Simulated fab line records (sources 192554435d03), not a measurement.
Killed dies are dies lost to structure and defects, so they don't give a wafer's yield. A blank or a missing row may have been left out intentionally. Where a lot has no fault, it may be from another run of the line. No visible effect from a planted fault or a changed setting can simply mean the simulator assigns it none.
Comparing a struck lot with a sound one ; flow n5Finfet ; 16 steps out of a route of 1938
Sound: these wafers, L136.1, L136.3, L136.6. Struck: wafer L147.6; the same lot's L147.3 was not struck, so it is left out; see the end for the cause.
At each step with rows: each side's tool, then ch and its chambers, then its first start. Under that, the readings that differ: sound wafers ; struck wafers ; difference of the means ; sigmas: that difference in standard deviations of wafers without a fault.
alike: readings whose means differ by less than 2 such deviations, and words and numbers that are the same on both sides. not compared: withheld readings, readings that some wafer has no value for, bounds like >300 that may hide the same value, and numbers for which the record gives no deviation and whose values overlap.
A row with sigmas, a row that says differs or no value, or rows on one side alone: a step with any of these is where the two part. Numbers that have no deviation but don't overlap get no sigmas and don't part them. A reading missing from all wafers of one side parts the sides only when that side holds two or more wafers.

first, 1 step without rows for these wafers: N5_BEOL_M1_DEVELOP_27 (develop time 30 s).
N5_BEOL_M1_CD_MEAS_28: target cd y 23.3 nm.
  sound on cdSem-01 ch 0, day 6 23:14; struck on cdSem-01 ch 0, day 9 13:59
  alike: cdNm
N5_BEOL_M1_OVL_MEAS_29:
  sound on overlay-01 ch 0, day 6 23:16; struck on overlay-02 ch 0, day 9 14:01
  alike: V0_OVL
N5_BEOL_M1_INSPECT_30: inspects for defects (brightfield).
  struck on defectInspect-02, day 9 14:04; sound on defectInspect-01, day 6 23:19
  alike: rawDefectCount
then, 1 step without rows for these wafers: N5_BEOL_M1_DESCUM_33 (chemistry O2, time 7 s).
N5_BEOL_M1_ETCH_77: etches underlayer in N2/H2, target depth 6.5 nm, time 5.2 s.
  sound on rieDiel-02 ch 2,3, day 6 23:35; struck on rieDiel-04 ch 1, day 9 14:08
reading;sound;struck;difference;sigmas
etchRfOnTimeS (s);4.93 5.10 4.97;5.38;+0.38;+3
  alike: drypumpMotorCurrentA, h2FlowSccm, oesProductAu, rfFwdPowerW, rfVppV, showerheadPlenumPTorr, throttleValvePct
  not compared: rfHoursCounterH
N5_BEOL_M1_ETCH_69: etches SiARC in CF4, target depth 15.6 nm, time 26 s.
  sound on rieDiel-02 ch 2,3, day 6 23:36; struck on rieDiel-04 ch 1, day 9 14:09
reading;sound;struck;difference;sigmas
etchRfOnTimeS (s);24.8 25.7 24.7;26.9;+1.8;+3
  alike: cf4FlowSccm, drypumpMotorCurrentA, mfcArSccm, oesProductAu, rfFwdPowerW, rfVppV, showerheadPlenumPTorr, throttleValvePct
  not compared: rfHoursCounterH
N5_BEOL_M1_ALD_98: deposits SiO2, target thk 2.5 nm, pulse time 1 s, co reactant pulse time 1 s.
  sound on aldSin-03 ch 0,2,3, day 7 00:02; struck on aldSin-03 ch 2, day 9 14:14
reading;sound;struck;difference;sigmas
precursorPulseHeightRel;0.969 0.950 0.969;1.025;+0.062;+3
  alike: heaterPowerW
  not compared: sinceWetCleanH
N5_BEOL_M1_ETCHBACK_99: etches SiO2 in CHF3, target depth 5 nm, time 10.4 s.
  sound on rieDiel-02 ch 0,1, day 7 02:38; struck on rieDiel-02 ch 3, day 9 15:19
reading;sound;struck;difference;sigmas
drypumpMotorCurrentA (A);5.7 6.4 6.4;4.9;-1.3;-3
  alike: CHF3_flow_sccm, mfcArSccm, oesProductAu, rfFwdPowerW, rfVppV, showerheadPlenumPTorr, throttleValvePct
  not compared: rfHoursCounterH
N5_BEOL_M1_ETCH_70: etches SOC in N2/H2, target depth 80 nm, overetch 16 nm, time 120 s.
  sound on rieDiel-02 ch 0,1, day 7 02:40; struck on rieDiel-02 ch 3, day 9 15:21
reading;sound;struck;difference;sigmas
drypumpMotorCurrentA (A);5.7 6.4 6.3;4.9;-1.2;-3
  alike: h2FlowSccm, oesProductAu, rfFwdPowerW, rfVppV, runLengthS, showerheadPlenumPTorr, tempC, throttleValvePct
  not compared: rfHoursCounterH
then, 2 steps without rows for these wafers: N5_BEOL_M1_STRIP_71 (strips in N2/H2); N5_BEOL_M1_STRIP_78 (strips in N2/H2).
N5_BEOL_M1_VIA_ETCH_34: etches the open film in C4F6/O2, target depth 67.8 nm, time 64.4 s.
  sound on rieDiel-02 ch 0,1, day 7 02:46; struck on rieDiel-02 ch 3, day 9 15:27
reading;sound;struck;difference;sigmas
drypumpMotorCurrentA (A);5.7 6.3 6.4;4.9;-1.2;-3
runLengthS (s);87.7 87.3 87.6;92.9;+5.4;+14
model.etch.depthNm (nm);65.91 65.12 65.92;74.3;+8.6;
model.SOC_of_BEOL_M1_COAT_67.thkNm (nm);52 52.4 52.2;51.4;-0.8;
  alike: mfcArSccm, oesProductAu, rfFwdPowerW, rfVppV, showerheadPlenumPTorr, throttleValvePct
  not compared: rfHoursCounterH
then, 1 step without rows for these wafers: N5_BEOL_M1_STRIP_83 (strips in C4F6/O2).
N5_BEOL_M4_RC_MEAS_101:
  sound on prober-02 ch 0, day 9 02:58; struck on prober-02 ch 0, day 11 10:18
  alike: DIBL_N, DIBL_P, IOFF_N, IOFF_P, ION_N, ION_P, SS_N, SS_P, VT_N, VT_P
-- the record jumps here: 5 days lie between the struck wafers' starts before and after (it left off in module BEOL_M4 and takes up again in module PASSIVATION, whose first step shown is number 1936 of the route) --
N5_PASSIVATION_PROBE_49:
  only the struck wafers here have rows in the record (prober-01, day 15 22:49); the sound ones have none

== WHERE THEY PART ==
At N5_BEOL_M1_ETCH_77 first; at N5_PASSIVATION_PROBE_49 last (within this record only).

WHY: whatever the simulator had introduced
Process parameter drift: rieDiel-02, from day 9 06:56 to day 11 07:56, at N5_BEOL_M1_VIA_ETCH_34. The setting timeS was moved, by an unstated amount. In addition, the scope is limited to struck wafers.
